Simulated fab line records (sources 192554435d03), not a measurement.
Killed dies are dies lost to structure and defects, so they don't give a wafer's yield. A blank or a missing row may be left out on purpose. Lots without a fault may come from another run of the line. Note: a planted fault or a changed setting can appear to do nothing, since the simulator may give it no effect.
What tool caused it? ; flow n5 finfet ; 12 lots, 36 wafers sampled, at 2 steps of a route of 1938

== WHAT THE GAUGES READ, wafer by wafer ==
N5_BEOL_M13_OCD_MEAS_35.
lot;measured;on;trench depth nm (nm)
L076;day 10 16:08;ocd-01;414 415 410
L077;day 11 08:28;ocd-02;411 411 403
L079;day 11 16:31;ocd-01;408 416 410
L081;day 12 05:40;ocd-02;411 409 410
L082;day 12 14:12;ocd-01;412 410 410
L085;day 13 00:49;ocd-01;407 421 409
L087;day 13 12:43;ocd-01;405 411 409
L090;day 13 22:59;ocd-02;411 409 407
L089;day 14 05:55;ocd-02;397 413 415
L093;day 14 17:39;ocd-01;409 412 413
L095;day 15 20:59;ocd-02;415 406 418
L097;day 16 10:32;ocd-01;418 410 409

== WHICH TOOL RAN EACH LOT (tool, then ch and the chambers of the sampled wafers, then the start) ==
lot;N5_BEOL_M13_ETCH_67
L076;rie diel-05 ch 1,2,3, day 10 15:35
L077;rie diel-05 ch 0,2,3, day 11 07:56
L079;rie diel-03 ch 0,1,2, day 11 15:58
L081;rie diel-01 ch 0,1, day 12 05:07
L082;rie diel-05 ch 0,1,2, day 12 13:40
L085;rie diel-03 ch 0,3, day 13 00:16
L087;rie diel-03 ch 0,2, day 13 12:10
L090;rie diel-05 ch 1,2, day 13 22:26
L089;rie diel-01 ch 0,2,3, day 14 05:22
L093;rie diel-03 ch 0,1,2, day 14 17:07
L095;rie diel-03 ch 0,1,3, day 15 20:27
L097;rie diel-01 ch 1,3, day 16 09:59
- N5_BEOL_M13_ETCH_67: etches SiARC in CF4, target depth 143 nm, time 238.3 s.

== THE ANSWER, worked out from the rows above alone ==
Rule: the lots themselves supply what counts as usual. The widest of any qualifying gaps counts: lots, ordered by their means at a reading, are off when they make up no more than a third of the lots, leave a main group of 4 or more, and stand apart from it by 3 or more times the standard deviation of that group's means. The tables above print the reading to a certain number of digits; a main group whose means all agree to those digits is not used. Also off: a lot with no number at a reading for which 4 or more lots have one. Where the step has rows for the other lots, those lots are counted as sound.
Across all readings shown, no lot is off: no conclusion can be drawn from this.

== WHAT THE SIMULATOR PUT IN ==
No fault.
